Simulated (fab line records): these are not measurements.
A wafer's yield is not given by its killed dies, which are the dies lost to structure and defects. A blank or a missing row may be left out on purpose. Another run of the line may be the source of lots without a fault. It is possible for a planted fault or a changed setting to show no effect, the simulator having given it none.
Commonality check across tools || flow nand harc || Sampled: 12 lots, 34 wafers

## WHY THIS WAS OPENED
At NHARC_END_SORT_01 the reading sort_bin_2_pct is flagged on 1 of 12 lots. Fault-free wafers read 1.4 %, with a standard deviation of 0.6.
Rule: a lot gets a flag if all its wafers with a number sit over 4 standard deviations from that mean, or if no wafer of it has a number. The rest of the lots are taken to be sound.

{"lot": "L480", "measured": "day 19 20:22", "on": "prober-02", "sort_bin_2_pct (%), wafer by wafer": "0.6 0.7 0.4", "flag": ""}
{"lot": "L482", "measured": "day 20 12:47", "on": "prober-01", "sort_bin_2_pct (%), wafer by wafer": "1.2 1.0 1.0", "flag": ""}
{"lot": "L487", "measured": "day 21 01:43", "on": "prober-02", "sort_bin_2_pct (%), wafer by wafer": "1.3 0.9 1.8", "flag": ""}
{"lot": "L486", "measured": "day 21 01:45", "on": "prober-01", "sort_bin_2_pct (%), wafer by wafer": "1.0 0.4 0.6", "flag": ""}
{"lot": "L490", "measured": "day 21 11:52", "on": "prober-01", "sort_bin_2_pct (%), wafer by wafer": "0.7 1.3 1.2", "flag": ""}
{"lot": "L488", "measured": "day 21 17:14", "on": "prober-01", "sort_bin_2_pct (%), wafer by wafer": "1.6 1.6 0.6", "flag": ""}
{"lot": "L494", "measured": "day 22 08:22", "on": "prober-01", "sort_bin_2_pct (%), wafer by wafer": "1.0 1.8 1.3", "flag": ""}
{"lot": "L493", "measured": "day 22 08:23", "on": "prober-02", "sort_bin_2_pct (%), wafer by wafer": "1.3 1.5 1.6", "flag": ""}
{"lot": "L495", "measured": "day 24 09:44", "on": "prober-01", "sort_bin_2_pct (%), wafer by wafer": "1.8 0.7 0.9", "flag": ""}
{"lot": "L502", "measured": "day 25 01:19", "on": "prober-02", "sort_bin_2_pct (%), wafer by wafer": "1.3 1.2 1.3", "flag": ""}
{"lot": "L499", "measured": "day 25 01:31", "on": "prober-01", "sort_bin_2_pct (%), wafer by wafer": 4.1, "flag": "FLAGGED"}
{"lot": "L503", "measured": "day 25 10:38", "on": "prober-02", "sort_bin_2_pct (%), wafer by wafer": "2.4 1.9 1.5", "flag": ""}
On average the flagged lots' numbers are 4.1 %, which is +2.7 % against the usual, or +4 standard deviations.

## WHICH TOOL RAN EACH LOT
The record holds 3 process steps before the reading, out of a route of 1159 steps. In each cell: the tool, then ch and the chambers that the sampled wafers went through, then the start.
{"lot": "L480", "flag": "", "NHARC_P_M1_ETCH_15": "rie diel-11 ch 0,1,2, day 6 10:59", "NHARC_P_M1_ETCH_28": "rie diel-10 ch 0,2,3, day 19 20:22 or earlier", "NHARC_P_M1_PRE_CLEAN_30": "pvd sputter-03, day 19 20:22 or earlier"}
{"lot": "L482", "flag": "", "NHARC_P_M1_ETCH_15": "rie diel-11 ch 0,1, day 6 17:52", "NHARC_P_M1_ETCH_28": "rie diel-10 ch 0,1,2, day 20 12:47 or earlier", "NHARC_P_M1_PRE_CLEAN_30": "pvd sputter-02, day 20 12:47 or earlier"}
{"lot": "L487", "flag": "", "NHARC_P_M1_ETCH_15": "rie diel-12 ch 2,3, day 7 20:53", "NHARC_P_M1_ETCH_28": "rie diel-10 ch 1,2,3, day 21 01:43 or earlier", "NHARC_P_M1_PRE_CLEAN_30": "pvd sputter-02, day 21 01:43 or earlier"}
{"lot": "L486", "flag": "", "NHARC_P_M1_ETCH_15": "rie diel-11 ch 1,2, day 7 21:35", "NHARC_P_M1_ETCH_28": "rie diel-12 ch 1,2,3, day 21 01:45 or earlier", "NHARC_P_M1_PRE_CLEAN_30": "pvd sputter-02, day 21 01:45 or earlier"}
{"lot": "L490", "flag": "", "NHARC_P_M1_ETCH_15": "rie diel-11 ch 0,1,2, day 8 09:26", "NHARC_P_M1_ETCH_28": "rie diel-12 ch 0,3, day 21 11:52 or earlier", "NHARC_P_M1_PRE_CLEAN_30": "pvd sputter-02, day 21 11:52 or earlier"}
{"lot": "L488", "flag": "", "NHARC_P_M1_ETCH_15": "rie diel-11 ch 0,3, day 8 08:52", "NHARC_P_M1_ETCH_28": "rie diel-12 ch 0,1, day 21 17:14 or earlier", "NHARC_P_M1_PRE_CLEAN_30": "pvd sputter-01, day 21 17:14 or earlier"}
{"lot": "L494", "flag": "", "NHARC_P_M1_ETCH_15": "rie diel-10 ch 0,1,3, day 9 09:43", "NHARC_P_M1_ETCH_28": "rie diel-12 ch 0,1,3, day 22 08:22 or earlier", "NHARC_P_M1_PRE_CLEAN_30": "pvd sputter-03, day 22 08:22 or earlier"}
{"lot": "L493", "flag": "", "NHARC_P_M1_ETCH_15": "rie diel-12 ch 0,2,3, day 9 06:37", "NHARC_P_M1_ETCH_28": "rie diel-10 ch 0,1,2, day 22 08:23 or earlier", "NHARC_P_M1_PRE_CLEAN_30": "pvd sputter-03, day 22 08:23 or earlier"}
{"lot": "L495", "flag": "", "NHARC_P_M1_ETCH_15": "rie diel-12 ch 0,1,3, day 10 01:03", "NHARC_P_M1_ETCH_28": "rie diel-10 ch 0,3, day 24 09:44 or earlier", "NHARC_P_M1_PRE_CLEAN_30": "pvd sputter-02, day 24 09:44 or earlier"}
{"lot": "L502", "flag": "", "NHARC_P_M1_ETCH_15": "rie diel-11 ch 1,2,3, day 11 06:26", "NHARC_P_M1_ETCH_28": "rie diel-12 ch 0,2,3, day 25 01:19 or earlier", "NHARC_P_M1_PRE_CLEAN_30": "pvd sputter-03, day 25 01:19 or earlier"}
{"lot": "L499", "flag": "FLAGGED", "NHARC_P_M1_ETCH_15": "rie diel-10 ch 3, day 10 19:28", "NHARC_P_M1_ETCH_28": "rie diel-11 ch 1, day 25 01:31 or earlier", "NHARC_P_M1_PRE_CLEAN_30": "pvd sputter-01, day 25 01:31 or earlier"}
{"lot": "L503", "flag": "", "NHARC_P_M1_ETCH_15": "rie diel-12 ch 0,2, day 11 17:36", "NHARC_P_M1_ETCH_28": "rie diel-11 ch 2,3, day 25 10:38 or earlier", "NHARC_P_M1_PRE_CLEAN_30": "pvd sputter-01, day 25 10:38 or earlier"}
What these steps do:
- NHARC_P_M1_ETCH_15: etches the open film in C4F8/Ar, target depth 182.5 nm, time 91.2 s.
- NHARC_P_M1_ETCH_28: etches the open film in CF4/N2, target depth 30 nm, time 72.99 s.
- NHARC_P_M1_PRE_CLEAN_30: time 30 s.
- NHARC_END_SORT_01

## FLAGGED OVER TOTAL, TOOL BY TOOL (the gauges that took the reading come last)
{"step": "NHARC_P_M1_ETCH_15", "tool": "rie diel-10", "lots run": 2, "flagged": 1, "share of the flagged lots": "all", "sound lots run after its first flagged lot": 0}
{"step": "NHARC_P_M1_ETCH_15", "tool": "rie diel-11", "lots run": 6, "flagged": 0, "share of the flagged lots": "none", "sound lots run after its first flagged lot": "-"}
{"step": "NHARC_P_M1_ETCH_15", "tool": "rie diel-12", "lots run": 4, "flagged": 0, "share of the flagged lots": "none", "sound lots run after its first flagged lot": "-"}
{"step": "NHARC_P_M1_ETCH_28", "tool": "rie diel-10", "lots run": 5, "flagged": 0, "share of the flagged lots": "none", "sound lots run after its first flagged lot": "-"}
{"step": "NHARC_P_M1_ETCH_28", "tool": "rie diel-11", "lots run": 2, "flagged": 1, "share of the flagged lots": "all", "sound lots run after its first flagged lot": "1 (L503)"}
{"step": "NHARC_P_M1_ETCH_28", "tool": "rie diel-12", "lots run": 5, "flagged": 0, "share of the flagged lots": "none", "sound lots run after its first flagged lot": "-"}
{"step": "NHARC_P_M1_PRE_CLEAN_30", "tool": "pvd sputter-01", "lots run": 3, "flagged": 1, "share of the flagged lots": "all", "sound lots run after its first flagged lot": "1 (L503)"}
{"step": "NHARC_P_M1_PRE_CLEAN_30", "tool": "pvd sputter-02", "lots run": 5, "flagged": 0, "share of the flagged lots": "none", "sound lots run after its first flagged lot": "-"}
{"step": "NHARC_P_M1_PRE_CLEAN_30", "tool": "pvd sputter-03", "lots run": 4, "flagged": 0, "share of the flagged lots": "none", "sound lots run after its first flagged lot": "-"}
{"step": "NHARC_END_SORT_01", "tool": "prober-01", "lots run": 7, "flagged": 1, "share of the flagged lots": "all", "sound lots run after its first flagged lot": 0}
{"step": "NHARC_END_SORT_01", "tool": "prober-02", "lots run": 5, "flagged": 0, "share of the flagged lots": "none", "sound lots run after its first flagged lot": "-"}
With no start given for some of its lots, NHARC_P_M1_ETCH_28 uses the hours and lot order of NHARC_END_SORT_01. With no start given for some of its lots, NHARC_P_M1_PRE_CLEAN_30 uses the hours and lot order of NHARC_END_SORT_01.

## WHAT THE TABLE ALLOWS
4 rows of the table ran every flagged lot: rie diel-10 at NHARC_P_M1_ETCH_15, rie diel-11 at NHARC_P_M1_ETCH_28, pvd sputter-01 at NHARC_P_M1_PRE_CLEAN_30, prober-01 at NHARC_END_SORT_01.
- rie diel-10 at NHARC_P_M1_ETCH_15: 1 of its 2 lots flagged. A fault beginning between L494 (day 9 09:43), its last sound lot, and L499 (day 10 19:28), its first flagged one, fits the data.
- rie diel-11 at NHARC_P_M1_ETCH_28: 1 of its 2 lots flagged. Sound lots followed the first flagged one (L503) on it, something a lasting fault affecting the whole tool could not allow.
- pvd sputter-01 at NHARC_P_M1_PRE_CLEAN_30: 1 of its 3 lots flagged. Sound lots followed the first flagged one (L503) on it, something a lasting fault affecting the whole tool could not allow.
- prober-01 at NHARC_END_SORT_01: 1 of its 7 lots flagged. A fault beginning between L495 (day 24 09:44), its last sound lot, and L499 (day 25 01:31), its first flagged one, fits the data.
Counting lots can't tell these 2 tools apart, because each fits a fault that began at some hour. More lots, or a look at what each step does to the wafer, might.

## WHAT THE SIMULATOR HAD PUT IN
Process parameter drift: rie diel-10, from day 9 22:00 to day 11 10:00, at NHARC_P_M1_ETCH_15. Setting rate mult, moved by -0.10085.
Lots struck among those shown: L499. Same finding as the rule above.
